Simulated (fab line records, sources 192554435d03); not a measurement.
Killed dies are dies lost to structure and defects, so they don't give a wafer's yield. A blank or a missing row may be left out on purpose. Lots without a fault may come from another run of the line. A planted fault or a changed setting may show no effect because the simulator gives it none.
Split-lot experiment | flow n5_finfet | 7 lots, 21 wafers read, on a route of 1938 steps

THE SPLIT
At N5_MOL_CONTACT_COAG_ETCHBACK_136 (etches SiO2 in CHF3, target depth 25 nm, time 16.7 s), the setting target_depth_a was moved away from the recipe's 250 angstrom on 7 of the 21 wafers read, by -12.7% to +10.4%. The other wafers ran this setting at the recipe's value.

FROM THE SPLIT TO THE READING: what the file shows between them, 1 step
- N5_MOL_CONTACT_COAG_STRIP_120: strips in CHF3

THE READING
MOL_CONTACT_COAG.feature_depth_nm (the simulator's own value, which no gauge read), in nm, at N5_MOL_CONTACT_COAG_VIA_ETCH_117 (etches SiO2 in C4F6/O2, target depth 40 nm, overetch 8 nm, time 26 s). The file gives no usual value for it. The 14 wafers here that ran the recipe average 40.2 nm, standard deviation 0.34 nm.

wafer  | tool, chamber at the split | target_depth_a as run, angstrom | against the recipe | MOL_CONTACT_COAG.feature_depth_nm, nm | against lot-mates on the recipe
L075.1 | rie_diel-05, 1,0,3         | 250                             | recipe             | 39.4                                  | -
L075.2 | rie_diel-05, 1,0,3         | 250                             | recipe             | 40                                    | -
L075.5 | rie_diel-05, 1,0,3         | 250                             | recipe             | 40.6                                  | -
L080.1 | rie_diel-06, 3,1           | 250                             | recipe             | 40.4                                  | -
L080.3 | rie_diel-06, 2             | 222.8                           | -10.9%             | 42.2                                  | +1.8
L080.4 | rie_diel-06, 3,1           | 250                             | recipe             | 40.4                                  | -
L086.2 | rie_diel-05, 0,2           | 250                             | recipe             | 40.2                                  | -
L086.3 | rie_diel-05, 0,2           | 250                             | recipe             | 40.2                                  | -
L086.4 | rie_diel-05, 2             | 218.3                           | -12.7%             | 43.6                                  | +3.4
L087.1 | rie_diel-02, 1,2           | 250                             | recipe             | 40.2                                  | -
L087.3 | rie_diel-02, 2             | 218.7                           | -12.5%             | 43.2                                  | +3.1
L087.5 | rie_diel-02, 1,2           | 250                             | recipe             | 40                                    | -
L093.1 | rie_diel-02, 2             | 250                             | recipe             | 40.4                                  | -
L093.4 | rie_diel-02, 3,1           | 275.9                           | +10.4%             | 37.6                                  | -2.8
L093.6 | rie_diel-02, 3,1           | 275.9                           | +10.4%             | 37.6                                  | -2.8
L095.1 | rie_diel-06, 2,1           | 226                             | -9.6%              | 41.8                                  | +1.0
L095.4 | rie_diel-06, 2,1           | 226                             | -9.6%              | 42.2                                  | +1.4
L095.6 | rie_diel-06, 3             | 250                             | recipe             | 40.8                                  | -
L097.1 | rie_diel-05, 2,0,0         | 250                             | recipe             | 39.8                                  | -
L097.4 | rie_diel-05, 2,0,0         | 250                             | recipe             | 40                                    | -
L097.5 | rie_diel-05, 2,0,0         | 250                             | recipe             | 40                                    | -
Where a row lists several chambers, the file gives one row for several wafers and doesn't say which wafer went through which chamber.

THE FIT
A straight line over all 21 wafers: MOL_CONTACT_COAG.feature_depth_nm changes by -0.232 nm for each +1% of target_depth_a; r = -0.97; the points scatter about the line by 0.36 nm.
The same after taking each lot's own level away (the mean of its wafers on the recipe; 21 wafers): -0.224 nm for each +1%; r = -0.96; scatter 0.43 nm.
On that fit, the largest move of target_depth_a shifts the reading by 2.8 nm.
The lots' own levels span 39.93 to 40.80 nm, that is 2.6 times the standard deviation above.
So the lot-to-lot level changes the slope little: the two slopes agree.
Check: with one of the wafers moved furthest among these (-12.7%) left out of the fit, the line predicts +2.54 nm for it against its lot-mates. It came out at +3.4 nm against them.

OTHER SPLITS ON THESE WAFERS
These wafers also went through other splits before the reading. Each is held against what the fit with the lots' levels taken away leaves over:
other split on the same wafers               | wafers away from the commonest value | r with MOL_CONTACT_COAG.feature_depth_nm (lot level and that fit taken away)
N5_SD_EPI_P_EPI_21 epi_growth_time_s         | 8                                    | -0.22
N5_SDB_CUT_ETCH_26 icp_w                     | 8                                    | -0.18
N5_MOL_CONTACT_COAG_SPUTTER_143 target_thk_a | 6                                    | +0.03

THE WHOLE CHAIN: every reading that the file lists as answering this split, in the file's order
step                             | what it does                                                         | reading                                                                            | change (the file's fit)               | r (the file's)
N5_MOL_CONTACT_COAG_VIA_ETCH_117 | etches SiO2 in C4F6/O2, target depth 40 nm, overetch 8 nm, time 26 s | etch.depth_nm (the simulator's own value, which no gauge read)                     | -0.217 nm for each +1% of the setting | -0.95
N5_MOL_CONTACT_COAG_VIA_ETCH_117 | etches SiO2 in C4F6/O2, target depth 40 nm, overetch 8 nm, time 26 s | MOL_CONTACT_COAG.feature_depth_nm (the simulator's own value, which no gauge read) | -0.224 nm for each +1% of the setting | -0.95

THE FILE'S OWN FIT
MOL_CONTACT_COAG.feature_depth_nm changes by -0.224 nm for each +1% of target_depth_a, r = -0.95.
